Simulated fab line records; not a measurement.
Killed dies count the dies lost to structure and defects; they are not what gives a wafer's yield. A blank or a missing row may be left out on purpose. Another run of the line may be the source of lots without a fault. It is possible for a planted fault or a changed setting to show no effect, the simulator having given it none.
Which tool did it?    flow n5_finfet    10 lots with 30 wafers sampled at 5 steps, on a route of 1938 steps

## WHAT EACH GAUGE READ, for each wafer
N5_BEOL_M4_RC_MEAS_101.
lot   measured      on         DIBL_N (mV/V)
L983  day 8 23:30   prober-01  36.3 35.8 38.5
L986  day 10 02:00  prober-02  32.7 34.2 35.7
L987  day 9 23:12   prober-01  35.3 35.7 32.9
L990  day 11 02:52  prober-01  36.3 36.3 39.2
L992  day 10 11:23  prober-01  35.3 34.6 32.8
L994  day 11 10:07  prober-01  35.5 33.3 35.3
L995  day 11 10:08  prober-02  35.4 36.7 34.1
L102  day 14 04:22  prober-01  36.3 36.6 35.2
L103  day 14 07:43  prober-02  37.5 37.7 36.6
L104  day 14 06:26  prober-01  37.2 37.9 39.3

## WHAT TOOL EACH LOT RAN ON (gives the tool, then ch and the chambers of the sampled wafers, and finally the start)
lot   N5_GATE_CUT_VAPOR_ETCH_60          N5_GATE_CUT_SAC_CAP_01            N5_GATE_CUT_COAT_27                N5_GATE_CUT_VAPOR_ETCH_49
L983  rie_metal-03 ch 0,1, day 5 00:50   ald_sin-04 ch 0,2,3, day 5 01:11  litho_track-01 ch 0, day 5 03:52   rie_metal-03 ch 0,1, day 5 04:52
L986  rie_metal-02 ch 0,1, day 5 18:15   ald_sin-01 ch 0,1,3, day 5 18:37  litho_track-01 ch 0, day 5 21:17   rie_metal-03 ch 0,1, day 5 22:19
L987  rie_metal-01 ch 0,1, day 5 20:50   ald_sin-04 ch 0,2, day 5 21:19    litho_track-05 ch 0, day 5 23:59   rie_metal-02 ch 1, day 6 01:16
L990  rie_metal-02 ch 0,1, day 6 14:56   ald_sin-02 ch 1,2, day 6 15:30    litho_track-02 ch 0, day 6 18:10   rie_metal-03 ch 0,1, day 6 19:19
L992  rie_metal-01 ch 0,1, day 7 01:14   ald_sin-04 ch 0,2, day 7 01:38    litho_track-02 ch 0, day 7 04:18   rie_metal-01 ch 0,1, day 7 05:25
L994  rie_metal-03 ch 0,1, day 7 15:48   ald_sin-02 ch 0,1,3, day 7 16:10  litho_track-02 ch 0, day 7 18:51   rie_metal-03 ch 0,1, day 7 20:04
L995  rie_metal-03 ch 0,1, day 7 21:24   ald_sin-04 ch 0,1, day 7 22:08    litho_track-02 ch 0, day 8 00:48   rie_metal-02 ch 0,1, day 8 01:47
L102  rie_metal-02 ch 0,1, day 9 14:55   ald_sin-02 ch 0,1,2, day 9 15:17  litho_track-05 ch 0, day 9 17:58   rie_metal-01 ch 1, day 9 19:07
L103  rie_metal-01 ch 0,1, day 9 21:58   ald_sin-01 ch 0,1, day 9 22:22    litho_track-01 ch 0, day 10 01:03  rie_metal-01 ch 0,1, day 10 02:07
L104  rie_metal-01 ch 0,1, day 10 03:53  ald_sin-04 ch 1,2, day 10 04:32   litho_track-01 ch 0, day 10 07:14  rie_metal-03 ch 0,1, day 10 08:13
- N5_GATE_CUT_VAPOR_ETCH_60: etches HfO2 in BCl3/Cl2.
- N5_GATE_CUT_SAC_CAP_01: material SiNx, target thk 24 nm, pulse time 1 s, ald cycles 480.
- N5_GATE_CUT_COAT_27: time 60 s, resist thk 10 nm.
- N5_GATE_CUT_VAPOR_ETCH_49: etches TiAlC in BCl3/Cl2.

## THE ANSWER, worked out from the rows above alone
Rule: what is usual is taken from the lots themselves. The widest of any qualifying gaps counts: lots, ordered by their means at a reading, are off when they make up no more than a third of the lots, leave a main group of 4 or more, and stand apart from it by 3 or more times the standard deviation of that group's means. If all means in a main group match to the digits the tables above print for the reading, that group is not used. A lot without any number at a reading at which 4 lots or more have one is off too. All remaining lots with rows at the step are treated as sound.
No lot is off on any of the readings shown, so nothing can be concluded from this.

## WHAT WAS PUT IN BY THE SIMULATOR
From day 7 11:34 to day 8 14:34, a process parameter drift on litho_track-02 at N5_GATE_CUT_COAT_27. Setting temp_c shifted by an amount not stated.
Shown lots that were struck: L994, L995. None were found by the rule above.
